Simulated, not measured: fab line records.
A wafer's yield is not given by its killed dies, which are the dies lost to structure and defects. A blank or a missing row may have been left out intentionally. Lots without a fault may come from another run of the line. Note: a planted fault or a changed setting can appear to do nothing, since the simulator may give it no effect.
fab line records / flow n5Finfet
[record] lots = 4 wafers = 12 lastDay = 16
route steps=1938 shown WELL_APT@38 PMOS_HMC_CHANNEL_EPI@57 BEOL_M4@1111 PASSIVATION@1936
lots that met no fault: from a run of the same line without faults
startH: hours from the record's first day to the start of the lot's first wafer shown / waitH: time in hours since the lot's previous step / " unchanged from the row above / L1.1+2: one row covering several wafers at once / - either no value or no given start / * or withheld: withheld / < > ~ a bound
route shown NAME@n: names a module that has steps shown in the file, with the first one's number in the route / usual: mean/standard deviation of fault-free wafers / same: alike in all rows / chamber/n: place in a boat / sites: the reading at each site / _std_site: how widely they spread, as a standard deviation / _edge_site: mean of outer sites minus mean of inner sites / radiusMm: how far each site lies from the wafer's centre / mask NAME#n: copy n / behind: tool/chamber where the wafer was last shaped / hold: why the lot went on hold/how many hours it stayed there/how the hold came to an end / device: names the non-switching transistor (n, p or np) / end of line: the tests these same wafers got at the end of their route / a step without rows: its recipe alone / killed: dies that structure and defects cost at the first sort, which is not the same as the wafer's yield / map: per-die view of a wafer (x killed, . not killed, _ where there is no die)
set.NAME: the run value of the setting; set.NAME@STEP: its run value at that earlier step / model.NAME: the simulator's own value behind a step, which no gauge read
lots seen at some steps along the route; tables by step, rows by wafer
[[steps]]
[step N5_WELL_APT_SOFTBAKE_20]
[recipe] tempC = 130 timeS = 60
[step N5_WELL_APT_EXPOSE_22]
[recipe] maskId = PWELL na = 0.8 sourceShape = conventional sigmaOuter = 0.8 polarization = unpolarized defocusNm = 0 targetCdNm = 200 doseMj = 23.2
[step N5_WELL_APT_PEB_23]
[recipe] pebTempC = 130 pebTimeS = 90
[step N5_WELL_APT_DEVELOP_24]
[recipe] developTimeS = 45 rinseLiquid = surfactantRinse dry = airSpin devTempC = 21
[step N5_WELL_APT_HARDBAKE_29]
[recipe] tempC = 130 timeS = 120
[step N5_WELL_APT_DESCUM_30]
[recipe] chemistry = O2 timeS = 7.9 sourcePowerW = 50 biasPowerW = 20 pressureMtorr = 20 rfFrequencyHz = 2.712e+07 tempC = 40 o2FlowSccm = 225
[step N5_WELL_APT_IMPLANT_31]
[recipe] species = B energyKev = 60 doseCm2 = 1.5e+13 tiltDeg = 0 rotationDeg = 0
[step N5_WELL_APT_IMPLANT_32]
[recipe] species = BF2 energyKev = 50 doseCm2 = 2e+13 tiltDeg = 0 rotationDeg = 0
[step N5_WELL_APT_STRIP_33]
[recipe] chemistry = SPM timeS = 900 tempC = 130 h2so4H2o2VolRatio = 4 dry = ipaMarangoni
[step N5_WELL_APT_RTA_34]
[recipe] tempC = 1000 timeS = 10 ambient = N2 idleTempC = 600 rampUpCPerS = 150 rampDownCPerS = 60 coolToC = 600
[usual] annealTempCMax = 1005.2/1 lampPowerPct = 13.01/0.055 lamp_zone_1_pct = 12.998/0.03 wafer_temp_C_max = 1003.5/1
lot.wafer=L470.2 tool=rtpAnneal-01 chamber=- startH=57.80 waitH=0.0 annealTempCMax=- lampPowerPct=- lamp_zone_1_pct=- wafer_temp_C_max=-
lot.wafer=L470.4 tool=rtpAnneal-01 chamber=- startH=57.80 waitH=0.0 annealTempCMax=- lampPowerPct=- lamp_zone_1_pct=- wafer_temp_C_max=-
lot.wafer=L470.5 tool=rtpAnneal-01 chamber=- startH=57.80 waitH=0.0 annealTempCMax=- lampPowerPct=- lamp_zone_1_pct=- wafer_temp_C_max=-
lot.wafer=L471.1 tool=rtpAnneal-01 chamber=- startH=63.66 waitH=0.0 annealTempCMax=- lampPowerPct=- lamp_zone_1_pct=- wafer_temp_C_max=-
lot.wafer=L471.4 tool=rtpAnneal-01 chamber=- startH=63.66 waitH=0.0 annealTempCMax=- lampPowerPct=- lamp_zone_1_pct=- wafer_temp_C_max=-
lot.wafer=L471.6 tool=rtpAnneal-01 chamber=- startH=63.66 waitH=0.0 annealTempCMax=- lampPowerPct=- lamp_zone_1_pct=- wafer_temp_C_max=-
lot.wafer=L477.1 tool=rtpAnneal-02 chamber=0 startH=100.09 waitH=0.0 annealTempCMax=1003.9 lampPowerPct=13.04 lamp_zone_1_pct=13.025 wafer_temp_C_max=1003.2
lot.wafer=L477.3 tool=rtpAnneal-02 chamber=0 startH=100.09 waitH=0.0 annealTempCMax=1003.7 lampPowerPct=13.01 lamp_zone_1_pct=12.989 wafer_temp_C_max=1004.7
lot.wafer=L477.4 tool=rtpAnneal-02 chamber=0 startH=100.09 waitH=0.0 annealTempCMax=1003.8 lampPowerPct=13.03 lamp_zone_1_pct=12.987 wafer_temp_C_max=1002.8
lot.wafer=L480.2 tool=rtpAnneal-01 chamber=0 startH=117.84 waitH=0.0 annealTempCMax=1005.1 lampPowerPct=12.93 lamp_zone_1_pct=13.021 wafer_temp_C_max=1005.1
lot.wafer=L480.4 tool=rtpAnneal-01 chamber=0 startH=117.84 waitH=0.0 annealTempCMax=1004.6 lampPowerPct=12.88 lamp_zone_1_pct=12.993 wafer_temp_C_max=1003.2
lot.wafer=L480.6 tool=rtpAnneal-01 chamber=0 startH=117.84 waitH=0.0 annealTempCMax=1005.4 lampPowerPct=13.05 lamp_zone_1_pct=13.032 wafer_temp_C_max=1002.5
[step N5_WELL_APT_OXIDE_STRIP_42]
[recipe] chemistry = dHF dilution = 25:1 timeS = 45 tempC = 25 target = SiO2 targetDepthA = 120
[step N5_WELL_APT_PRECLEAN_36]
[recipe] chemistry = O3/DIW timeS = 45 tempC = 22 o3Ppm = 10
[step N5_WELL_APT_PRECLEAN_39]
[recipe] chemistry = dHF timeS = 60 dilution = 150:1 tempC = 25
[step N5_WELL_APT_SRD_37]
[recipe] dry = ipaMarangoni doPpb = 5 timeS = 30 tempC = 23 rinseLiquid = diw
[step N5_WELL_APT_EPI_41]
[recipe] material = Si targetThkA = 500 tempC = 650 precursor = SiH4/H2 pressureTorr = 20 timeS = 297.7
[step N5_PMOS_HMC_CHANNEL_EPI_HM_DEP_34]
[recipe] material = SiO2 targetThkA = 360 tempC = 400 precursor = TEOS/O2 pressureTorr = 6.5 rfW = 900 teosFlowSccm = 161.4 gas = O2 flowSccm = 2650 timeS = 6.9
[step N5_PMOS_HMC_CHANNEL_EPI_COAT_31]
[recipe] resist = BARC tempC = 205 timeS = 60 spinRpm = 1500 resistThkNm = 66
[step N5_PMOS_HMC_CHANNEL_EPI_COAT_03]
[recipe] resist = CAR-ArF-block spinRpm = 1500 resistThkNm = 205
[step N5_PMOS_HMC_CHANNEL_EPI_EBR_05]
[recipe] solvent = PGMEA ebrWidthMm = 1.5
[step N5_PMOS_HMC_CHANNEL_EPI_SOFTBAKE_04]
[recipe] tempC = 110 timeS = 60 resist = CAR-ArF-block
[step N5_PMOS_HMC_CHANNEL_EPI_EXPOSE_06]
[recipe] maskId = PMOS_HMC_BLK na = 1.35 sourceShape = conventional sigmaOuter = 0.8 polarization = unpolarized targetCdNm = 240 doseMj = 41
[step N5_PMOS_HMC_CHANNEL_EPI_PEB_07]
[recipe] pebTempC = 110 pebTimeS = 60 resist = CAR-ArF-block
[step N5_PMOS_HMC_CHANNEL_EPI_DEVELOP_08]
[recipe] developTimeS = 30 developer = TMAH resist = CAR-ArF-block devTempC = 23 rinseLiquid = diw dry = airSpin
[step N5_PMOS_HMC_CHANNEL_EPI_DESCUM_14]
[recipe] chemistry = O2 timeS = 7.9 sourcePowerW = 50 biasPowerW = 20 pressureMtorr = 20 rfFrequencyHz = 2.712e+07 tempC = 40 resist = CAR-ArF-block o2FlowSccm = 225
[step N5_PMOS_HMC_CHANNEL_EPI_ETCH_32]
[recipe] chemistry = N2/H2 target = BARC stopOn = SiO2 targetDepthA = 858 overEtchFrac = 0.3 timeS = 50.3 ionEnergyEv = 200 maskMaterial = CAR-ArF-block pressureMtorr = 30 sourceW = 840 biasW = 150 n2FlowSccm = 200 h2FlowSccm = 200
[step N5_PMOS_HMC_CHANNEL_EPI_HM_OPEN_15]
[recipe] chemistry = CHF3/O2 target = SiO2 maskMaterial = CAR-ArF-block targetDepthA = 406 CHF3_flow_sccm = 50 O2_flow_sccm = 5 Ar_flow_sccm = 200 timeS = 20.3 pressureMtorr = 30 sourceW = 650 biasW = 170 ionEnergyEv = 200
[step N5_PMOS_HMC_CHANNEL_EPI_STRIP_33]
[recipe] chemistry = N2/H2 powerW = 500 tempC = 40 pressureMtorr = 50 rfFrequencyHz = 6e+07 overashFraction = 0.3 biasPowerW = 8 h2Frac = 0.5 n2FlowSccm = 300 h2FlowSccm = 300
[step N5_PMOS_HMC_CHANNEL_EPI_STRIP_17]
[recipe] chemistry = SPM timeS = 750 tempC = 130 h2so4H2o2VolRatio = 4 dry = ipaMarangoni
[step N5_PMOS_HMC_CHANNEL_EPI_ETCH_38]
[recipe] chemistry = CF4 target = SiO2 targetDepthA = 15 ionEnergyEv = 350 pressureMtorr = 10 icpW = 800 biasW = 400 cf4FlowSccm = 80
[step N5_PMOS_HMC_CHANNEL_EPI_FIN_RECESS_16]
[recipe] chemistry = HBr/Cl2 target = Si maskMaterial = SiO2 targetDepthA = 540 timeS = 18 pressureMtorr = 10 icpW = 800 biasW = 75 HBr_flow_sccm = 150 Cl2_flow_sccm = 80
[step N5_PMOS_HMC_CHANNEL_EPI_PRECLEAN_36]
[recipe] chemistry = O3/DIW timeS = 45 tempC = 22 o3Ppm = 10
[step N5_PMOS_HMC_CHANNEL_EPI_PRECLEAN_18]
[recipe] chemistry = DHF timeS = 30 tempC = 25 dilution = withheld
[step N5_PMOS_HMC_CHANNEL_EPI_SRD_19]
[recipe] dry = ipaMarangoni doPpb = 5 timeS = 30 tempC = 23 rinseLiquid = diw
[step N5_PMOS_HMC_CHANNEL_EPI_EPI_20]
[recipe] material = SiGe30 maskMaterial = SiO2 pressureTorr = 20 targetThkA = 590 tempC = 600
[step N5_PMOS_HMC_CHANNEL_EPI_HM_STRIP_35]
[recipe] chemistry = dHF tempC = 25 material = SiO2 target = SiO2 targetDepthA = 396 timeS = 216
[step N5_BEOL_M4_RC_MEAS_101]
[usual] CJ_N = 4.32/0.079 CJ_P = 5.82/0.2 DIBL_N = 35.9/1.8 DIBL_P = 36.2/2 IOFF_N = 0.16/0.031 IOFF_N_LONG = 5.57e-05/2.3e-06 IOFF_P = 0.22/0.041 IOFF_P_LONG = 0.000107/1e-05 ION_N = 676/11 ION_P = 465/8.5 RS_NWELL = 1034/6.6 RS_PWELL = 3010/22 SS_N = 71.4/0.64 SS_P = 73.2/0.7 VT_N = 250/3.5 VT_N_LONG = 274.9/1.6 VT_N_LVT = 98/3.6 VT_P = -250/3.9
lot.wafer=L470.2 tool=prober-01 chamber=0 startH=214.34 waitH=0.2 CJ_N=3.24 CJ_P=4.76 DIBL_N[mV/V]=38.2 DIBL_P[mV/V]=37.5 IOFF_N[nA/um]=0.14 IOFF_N_LONG[nA/um]=7.8e-05 IOFF_P[nA/um]=0.25 IOFF_P_LONG[nA/um]=0.00015 ION_N[uA/um]=624 ION_P[uA/um]=461 RS_NWELL[ohm/sq]=1000 RS_PWELL[ohm/sq]=2549 SS_N[mV/dec]=72.0 SS_P[mV/dec]=73.5 VT_N[mV]=256 VT_N_LONG[mV]=296.8 VT_N_LVT[mV]=107 VT_P[mV]=-246
lot.wafer=L470.4 tool=prober-01 chamber=0 startH=214.34 waitH=0.2 CJ_N=3.20 CJ_P=4.71 DIBL_N[mV/V]=34.7 DIBL_P[mV/V]=31.4 IOFF_N[nA/um]=0.10 IOFF_N_LONG[nA/um]=7.79e-05 IOFF_P[nA/um]=0.16 IOFF_P_LONG[nA/um]=0.000149 ION_N[uA/um]=606 ION_P[uA/um]=442 RS_NWELL[ohm/sq]=997 RS_PWELL[ohm/sq]=2553 SS_N[mV/dec]=71.8 SS_P[mV/dec]=71.8 VT_N[mV]=264 VT_N_LONG[mV]=296.8 VT_N_LVT[mV]=112 VT_P[mV]=-252
lot.wafer=L470.5 tool=prober-01 chamber=0 startH=214.34 waitH=0.2 CJ_N=3.24 CJ_P=4.75 DIBL_N[mV/V]=37.7 DIBL_P[mV/V]=36.7 IOFF_N[nA/um]=0.13 IOFF_N_LONG[nA/um]=7.8e-05 IOFF_P[nA/um]=0.23 IOFF_P_LONG[nA/um]=0.000151 ION_N[uA/um]=622 ION_P[uA/um]=459 RS_NWELL[ohm/sq]=1003 RS_PWELL[ohm/sq]=2542 SS_N[mV/dec]=72.7 SS_P[mV/dec]=73.1 VT_N[mV]=260 VT_N_LONG[mV]=297.1 VT_N_LVT[mV]=110 VT_P[mV]=-250
lot.wafer=L471.1 tool=prober-01 chamber=0 startH=231.46 waitH=0.0 CJ_N=3.23 CJ_P=4.86 DIBL_N[mV/V]=36.5 DIBL_P[mV/V]=37.9 IOFF_N[nA/um]=0.13 IOFF_N_LONG[nA/um]=7.37e-05 IOFF_P[nA/um]=0.22 IOFF_P_LONG[nA/um]=0.000144 ION_N[uA/um]=613 ION_P[uA/um]=449 RS_NWELL[ohm/sq]=1000 RS_PWELL[ohm/sq]=2541 SS_N[mV/dec]=72.2 SS_P[mV/dec]=73.5 VT_N[mV]=259 VT_N_LONG[mV]=295.7 VT_N_LVT[mV]=109 VT_P[mV]=-252
lot.wafer=L471.4 tool=prober-01 chamber=0 startH=231.46 waitH=0.0 CJ_N=3.24 CJ_P=4.68 DIBL_N[mV/V]=34.3 DIBL_P[mV/V]=35.3 IOFF_N[nA/um]=0.10 IOFF_N_LONG[nA/um]=7.33e-05 IOFF_P[nA/um]=0.18 IOFF_P_LONG[nA/um]=0.000137 ION_N[uA/um]=604 ION_P[uA/um]=443 RS_NWELL[ohm/sq]=991 RS_PWELL[ohm/sq]=2517 SS_N[mV/dec]=71.3 SS_P[mV/dec]=72.2 VT_N[mV]=262 VT_N_LONG[mV]=296.5 VT_N_LVT[mV]=113 VT_P[mV]=-253
lot.wafer=L471.6 tool=prober-01 chamber=0 startH=231.46 waitH=0.0 CJ_N=3.23 CJ_P=4.89 DIBL_N[mV/V]=34.3 DIBL_P[mV/V]=35.7 IOFF_N[nA/um]=0.09 IOFF_N_LONG[nA/um]=7.38e-05 IOFF_P[nA/um]=0.18 IOFF_P_LONG[nA/um]=0.00014 ION_N[uA/um]=604 ION_P[uA/um]=445 RS_NWELL[ohm/sq]=1000 RS_PWELL[ohm/sq]=2547 SS_N[mV/dec]=70.7 SS_P[mV/dec]=72.6 VT_N[mV]=267 VT_N_LONG[mV]=295.6 VT_N_LVT[mV]=114 VT_P[mV]=-254
lot.wafer=L477.1 tool=prober-01 chamber=0 startH=257.21 waitH=0.0 CJ_N=4.38 CJ_P=5.99 DIBL_N[mV/V]=36.1 DIBL_P[mV/V]=36.0 IOFF_N[nA/um]=0.19 IOFF_N_LONG[nA/um]=6.01e-05 IOFF_P[nA/um]=0.23 IOFF_P_LONG[nA/um]=0.000118 ION_N[uA/um]=679 ION_P[uA/um]=468 RS_NWELL[ohm/sq]=1045 RS_PWELL[ohm/sq]=2993 SS_N[mV/dec]=71.4 SS_P[mV/dec]=73.5 VT_N[mV]=246 VT_N_LONG[mV]=273.4 VT_N_LVT[mV]=94 VT_P[mV]=-247
lot.wafer=L477.3 tool=prober-01 chamber=0 startH=257.21 waitH=0.0 CJ_N=4.44 CJ_P=6.12 DIBL_N[mV/V]=34.1 DIBL_P[mV/V]=33.3 IOFF_N[nA/um]=0.14 IOFF_N_LONG[nA/um]=6e-05 IOFF_P[nA/um]=0.19 IOFF_P_LONG[nA/um]=0.000123 ION_N[uA/um]=678 ION_P[uA/um]=468 RS_NWELL[ohm/sq]=1035 RS_PWELL[ohm/sq]=3047 SS_N[mV/dec]=71.0 SS_P[mV/dec]=72.1 VT_N[mV]=251 VT_N_LONG[mV]=272.0 VT_N_LVT[mV]=98 VT_P[mV]=-250
lot.wafer=L477.4 tool=prober-01 chamber=0 startH=257.21 waitH=0.0 CJ_N=4.38 CJ_P=6.08 DIBL_N[mV/V]=34.7 DIBL_P[mV/V]=35.0 IOFF_N[nA/um]=0.16 IOFF_N_LONG[nA/um]=6.01e-05 IOFF_P[nA/um]=0.23 IOFF_P_LONG[nA/um]=0.000119 ION_N[uA/um]=666 ION_P[uA/um]=464 RS_NWELL[ohm/sq]=1043 RS_PWELL[ohm/sq]=3027 SS_N[mV/dec]=70.6 SS_P[mV/dec]=72.8 VT_N[mV]=248 VT_N_LONG[mV]=270.5 VT_N_LVT[mV]=97 VT_P[mV]=-248
lot.wafer=L480.2 tool=prober-01 chamber=0 startH=270.01 waitH=0.2 CJ_N=4.39 CJ_P=5.65 DIBL_N[mV/V]=36.4 DIBL_P[mV/V]=36.7 IOFF_N[nA/um]=0.18 IOFF_N_LONG[nA/um]=5.91e-05 IOFF_P[nA/um]=0.20 IOFF_P_LONG[nA/um]=9.7e-05 ION_N[uA/um]=678 ION_P[uA/um]=456 RS_NWELL[ohm/sq]=1024 RS_PWELL[ohm/sq]=3032 SS_N[mV/dec]=71.6 SS_P[mV/dec]=73.3 VT_N[mV]=245 VT_N_LONG[mV]=271.1 VT_N_LVT[mV]=94 VT_P[mV]=-249
lot.wafer=L480.4 tool=prober-01 chamber=0 startH=270.01 waitH=0.2 CJ_N=4.38 CJ_P=5.74 DIBL_N[mV/V]=38.6 DIBL_P[mV/V]=39.7 IOFF_N[nA/um]=0.24 IOFF_N_LONG[nA/um]=5.84e-05 IOFF_P[nA/um]=0.25 IOFF_P_LONG[nA/um]=9.9e-05 ION_N[uA/um]=682 ION_P[uA/um]=462 RS_NWELL[ohm/sq]=1028 RS_PWELL[ohm/sq]=3006 SS_N[mV/dec]=72.3 SS_P[mV/dec]=74.4 VT_N[mV]=242 VT_N_LONG[mV]=271.9 VT_N_LVT[mV]=90 VT_P[mV]=-249
lot.wafer=L480.6 tool=prober-01 chamber=0 startH=270.01 waitH=0.2 CJ_N=4.36 CJ_P=5.59 DIBL_N[mV/V]=35.2 DIBL_P[mV/V]=35.2 IOFF_N[nA/um]=0.16 IOFF_N_LONG[nA/um]=5.96e-05 IOFF_P[nA/um]=0.18 IOFF_P_LONG[nA/um]=9.6e-05 ION_N[uA/um]=674 ION_P[uA/um]=457 RS_NWELL[ohm/sq]=1037 RS_PWELL[ohm/sq]=3028 SS_N[mV/dec]=71.1 SS_P[mV/dec]=73.5 VT_N[mV]=247 VT_N_LONG[mV]=274.9 VT_N_LVT[mV]=96 VT_P[mV]=-254
[step N5_PASSIVATION_PROBE_49]
[usual] defectLimitedYield = 91.3/1.3 killed_at_M0_to_M3 = 35/9.3 killed_at_M4_up = 14/5.2 killedAtContacts = 12/5.9 killedAtFrontEnd = 38/11 killedAtOther = 4/3.7 killedDies = 103/15 killedOpen = 67/12 killedShort = 34/8 sort_bin_5_function = 5.1/0.88 sort_bin_6_memory = 3.3/0.65 sort_bin_8_speed = 0.00/0.03 sortNPass = 1077/15 sortYieldPct = 91.3/1.3
[same] grossDies = 1180 killedAtBackSide = 0 sort_bin_4_leakage[%] = 0
lot.wafer=L470.2 tool=prober-02 chamber=- startH=328.54 waitH=0.1 defectLimitedYield[%]=93.0 killed_at_M0_to_M3=36 killed_at_M4_up=9 killedAtContacts=4 killedAtFrontEnd=32 killedAtOther=2 killedDies=83 killedOpen=52 killedShort=31 sort_bin_5_function[%]=4.6 sort_bin_6_memory[%]=2.3 sort_bin_8_speed[%]=14.58 sortNPass=925 sortYieldPct[%]=78.4
lot.wafer=L470.4 tool=prober-02 chamber=- startH=328.64 waitH=0.2 defectLimitedYield[%]=90.8 killed_at_M0_to_M3=37 killed_at_M4_up=23 killedAtContacts=25 killedAtFrontEnd=24 killedAtOther=0 killedDies=109 killedOpen=78 killedShort=30 sort_bin_5_function[%]=5.2 sort_bin_6_memory[%]=3.8 sort_bin_8_speed[%]=90.17 sortNPass=7 sortYieldPct[%]=0.6
lot.wafer=L470.5 tool=prober-02 chamber=- startH=328.69 waitH=0.2 defectLimitedYield[%]=92.9 killed_at_M0_to_M3=26 killed_at_M4_up=16 killedAtContacts=13 killedAtFrontEnd=28 killedAtOther=1 killedDies=84 killedOpen=57 killedShort=27 sort_bin_5_function[%]=4.5 sort_bin_6_memory[%]=2.5 sort_bin_8_speed[%]=40.34 sortNPass=620 sortYieldPct[%]=52.5
lot.wafer=L471.1 tool=prober-02 chamber=- startH=341.92 waitH=0.0 defectLimitedYield[%]=89.9 killed_at_M0_to_M3=37 killed_at_M4_up=22 killedAtContacts=8 killedAtFrontEnd=49 killedAtOther=3 killedDies=119 killedOpen=80 killedShort=39 sort_bin_5_function[%]=6.4 sort_bin_6_memory[%]=3.2 sort_bin_8_speed[%]=70.85 sortNPass=225 sortYieldPct[%]=19.1
lot.wafer=L471.4 tool=prober-02 chamber=- startH=342.07 waitH=0.2 defectLimitedYield[%]=89.9 killed_at_M0_to_M3=25 killed_at_M4_up=23 killedAtContacts=9 killedAtFrontEnd=50 killedAtOther=12 killedDies=119 killedOpen=76 killedShort=41 sort_bin_5_function[%]=6.1 sort_bin_6_memory[%]=3.6 sort_bin_8_speed[%]=89.24 sortNPass=8 sortYieldPct[%]=0.7
lot.wafer=L471.6 tool=prober-02 chamber=- startH=342.17 waitH=0.3 defectLimitedYield[%]=91.7 killed_at_M0_to_M3=29 killed_at_M4_up=8 killedAtContacts=20 killedAtFrontEnd=36 killedAtOther=5 killedDies=98 killedOpen=67 killedShort=28 sort_bin_5_function[%]=4.7 sort_bin_6_memory[%]=3.5 sort_bin_8_speed[%]=91.10 sortNPass=7 sortYieldPct[%]=0.6
lot.wafer=L477.1 tool=prober-02 chamber=- startH=380.60 waitH=0.0 defectLimitedYield[%]=92.8 killed_at_M0_to_M3=20 killed_at_M4_up=15 killedAtContacts=9 killedAtFrontEnd=41 killedAtOther=0 killedDies=85 killedOpen=50 killedShort=30 sort_bin_5_function[%]=4.1 sort_bin_6_memory[%]=2.5 sort_bin_8_speed[%]=0 sortNPass=1095 sortYieldPct[%]=92.8
lot.wafer=L477.3 tool=prober-02 chamber=- startH=380.70 waitH=0.1 defectLimitedYield[%]=94.0 killed_at_M0_to_M3=30 killed_at_M4_up=10 killedAtContacts=9 killedAtFrontEnd=16 killedAtOther=6 killedDies=71 killedOpen=48 killedShort=21 sort_bin_5_function[%]=3.6 sort_bin_6_memory[%]=2.5 sort_bin_8_speed[%]=0 sortNPass=1109 sortYieldPct[%]=94.0
lot.wafer=L477.4 tool=prober-02 chamber=- startH=380.75 waitH=0.2 defectLimitedYield[%]=90.6 killed_at_M0_to_M3=46 killed_at_M4_up=24 killedAtContacts=12 killedAtFrontEnd=27 killedAtOther=2 killedDies=111 killedOpen=66 killedShort=44 sort_bin_5_function[%]=6.0 sort_bin_6_memory[%]=3.3 sort_bin_8_speed[%]=0 sortNPass=1069 sortYieldPct[%]=90.6
// killed by level:class
L470.2 STI_FIN_REVEAL:geometricParticle:open=8 BEOL_M0:geometricParticle:open=7 BEOL_M0_SAQP:geometricParticle:open=6 BEOL_M1:geometricParticle:open=6 STARTING-WAFER:geometricParticle:short=5 BEOL_M0_SAQP:geometricParticle:short=5 BEOL_M0:geometricParticle:short=5 MOL_CONTACT_COAG:geometricParticle:open=4
L470.4 MOL_CONTACT_COAG:geometricParticle:open=20 BEOL_M4:geometricParticle:open=18 BEOL_M0_SAQP:geometricParticle:open=9 BEOL_M1:geometricParticle:open=8 STI_FIN_REVEAL:geometricParticle:open=7 BEOL_M0_SAQP:geometricParticle:short=6 MOL_CONTACT_COAG:geometricParticle:short=5 BEOL_M3:geometricParticle:open=5
L470.5 BEOL_M4:geometricParticle:open=9 STI_FIN_REVEAL:geometricParticle:open=8 MOL_CONTACT_COAG:geometricParticle:open=8 FIN_SAQP:geometricParticle:open=6 BEOL_M0:geometricParticle:short=6 BEOL_M3:geometricParticle:open=6 MOL_CONTACT_COAG:geometricParticle:short=5 BEOL_M1:geometricParticle:open=5
L471.1 FIN_SAQP:geometricParticle:open=12 BEOL_M4:geometricParticle:open=11 FIN_SAQP:geometricParticle:short=10 BEOL_M3:geometricParticle:open=10 STI_FIN_REVEAL:geometricParticle:open=9 BEOL_M0_SAQP:geometricParticle:open=9 MOL_CONTACT_COAG:geometricParticle:open=6 BEOL_M0:geometricParticle:short=4
L471.4 STI_FIN_REVEAL:geometricParticle:open=14 FIN_SAQP:geometricParticle:short=9 BEOL_M4:geometricParticle:open=9 MOL_CONTACT_COAG:geometricParticle:open=8 FIN_SAQP:geometricParticle:open=6 STARTING-WAFER:geometricParticle:short=6 STI_FIN_REVEAL:geometricParticle:short=6 BEOL_M3:geometricParticle:open=6
L471.6 MOL_CONTACT_COAG:geometricParticle:open=14 STI_FIN_REVEAL:geometricParticle:open=9 BEOL_M3:geometricParticle:open=8 FIN_SAQP:geometricParticle:open=6 MOL_CONTACT_COAG:geometricParticle:short=6 FIN_SAQP:geometricParticle:short=5 DUMMY_GATE:geometricParticle:open=5 BEOL_M0_SAQP:geometricParticle:short=5
L477.1 STI_FIN_REVEAL:geometricParticle:open=9 BEOL_M0_SAQP:geometricParticle:short=8 MOL_CONTACT_COAG:geometricParticle:open=7 GATE_CUT:geometricParticle:short=6 BEOL_M4:geometricParticle:open=5 HKMG_FIN:areaEtch=5 FIN_SAQP:geometricParticle:short=4 FIN_SAQP:geometricParticle:open=4
L477.3 STI_FIN_REVEAL:geometricParticle:open=8 BEOL_M0_SAQP:geometricParticle:short=7 MOL_CONTACT_COAG:geometricParticle:open=6 BEOL_M0_SAQP:geometricParticle:open=6 BEOL_M1:geometricParticle:open=6 BEOL_M2:geometricParticle:open=6 FIN_SAQP:geometricParticle:short=4 BEOL_M5:geometricParticle:open=4
L477.4 BEOL_M0_SAQP:geometricParticle:open=18 BEOL_M0_SAQP:geometricParticle:short=14 FIN_SAQP:geometricParticle:short=7 MOL_CONTACT_COAG:geometricParticle:open=7 BEOL_M4:geometricParticle:open=6 MOL_CONTACT_COAG:geometricParticle:short=5 STI_FIN_REVEAL:geometricParticle:open=4 BEOL_M3:geometricParticle:open=4
// map L470.4 (x killed, . not)
_________________.......x....________________
______________.........x........_____________
___________........x...............__________
__________...............x.x........_________
________..........x.................x._______
_______........x.x..............x......______
______........x.............x....x......_____
_____.x.....................x............____
____..................x...............xx..___
___......x.x..............x................__
___...................................x.x..__
__........................x......xx........._
__.....x.....x.....................xxx......_
_..x......x....xx.x.......x..........x.......
_...........x....xxxx..x.xxxx.......x..x.....
_.........................x..................
_.....x...x.....x................x...........
_x........x.........x........................
_.....x....x....x.....x......................
_..............x.............x....x..........
_................x..................x...x....
__...................x...xxx................_
__..x....................x....x............._
___....x..............x....x............x..__
___x........x..............x....xx.........__
____...........x.....x..........x..x......___
_____.............x...x.........x.....x..____
______........x........x........x......x_____
_______.x.x......x...........x........x______
________.x.x...x..........x..........._______
__________.........................._________
___________........................__________
______________.........x..x....._____________
_________________x........x..________________
// map L471.1 (x killed, . not)
_________________............________________
______________.....x.........xx._____________
___________....x............xx...x.__________
__________.......x.........x.x.....x_________
________.......................x.....x_______
_______............x...................______
______............x.....x............x.._____
_____x...x.........x........x............____
____xx..x........x.x......................___
___........x...............................__
___................x.........xx.....x......__
__.....x.......x........x...x.......x......._
__....x..x...............x..........x.....x._
_x...............x.x......x.................x
_.....x...x..x...............................
_...x.........x.xx.......x.xx...x.x..........
_..........x....................x............
_...............x................x.x.x...x...
_...x...x......x.......x...................x.
_.....xx...............x......x........x.....
_........x..x...xx..........xx...............
__x.......................x...........x...x._
__..x..x........................x.....xx...x_
___........................................__
___.....................................x..__
____x......x.....x..x.......x.............___
_____..........x...x..........x..........____
______x.........x......................._____
_______......x.......x....x...x........______
________.x..x.......x................._______
__________..................x...x..._________
___________....x....x............x.__________
______________...x.............._____________
_________________x...x.xx....________________
[[key]]
[firstSign] step = N5_WELL_APT_RTA_34 reading = toolRecord direction = missing
[effect] step = N5_BEOL_M4_RC_MEAS_101 reading = RS_PWELL direction = down sigmas = 21 usual = 3010 struck = 2542
[effect] step = N5_BEOL_M4_RC_MEAS_101 reading = VT_N_LONG direction = up sigmas = 14 usual = 274.9 struck = 296.4
[effect] step = N5_BEOL_M4_RC_MEAS_101 reading = CJ_N direction = down sigmas = 14 usual = 4.32 struck = 3.23
[effect] step = N5_BEOL_M4_RC_MEAS_101 reading = IOFF_N_LONG direction = up sigmas = 8.7 usual = 5.57e-05 struck = 7.58e-05
[effect] step = N5_BEOL_M4_RC_MEAS_101 reading = ION_N direction = down sigmas = 5.6 usual = 676 struck = 612
[effect] step = N5_BEOL_M4_RC_MEAS_101 reading = RS_NWELL direction = down sigmas = 5.5 usual = 1034 struck = 998
[effect] step = N5_BEOL_M4_RC_MEAS_101 reading = CJ_P direction = down sigmas = 5.2 usual = 5.82 struck = 4.77
[effect] step = N5_BEOL_M4_RC_MEAS_101 reading = IOFF_P_LONG direction = up sigmas = 3.7 usual = 0.000107 struck = 0.000145
[effect] step = N5_BEOL_M4_RC_MEAS_101 reading = VT_N_LVT direction = up sigmas = 3.6 usual = 98 struck = 111
[effect] step = N5_BEOL_M4_RC_MEAS_101 reading = VT_N direction = up sigmas = 3.4 usual = 250 struck = 261
[effect] step = N5_BEOL_M4_RC_MEAS_101 reading = ION_P direction = down sigmas = 1.8 usual = 465 struck = 450 wafersMoved = 3
[effect] step = N5_PASSIVATION_PROBE_49 reading = sort_bin_8_speed direction = up sigmas = 99+ usual = 0.00 struck = 66.05
metAt N5_WELL_APT_RTA_34
struckWafers L470.2,L470.4,L470.5,L471.1,L471.4,L471.6
[fault] kind = skippedStepWhole tool = rtpAnneal-01 chamber = - onsetH = 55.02 steps = N5_WELL_APT_RTA_34 scope = struckLotsOnly
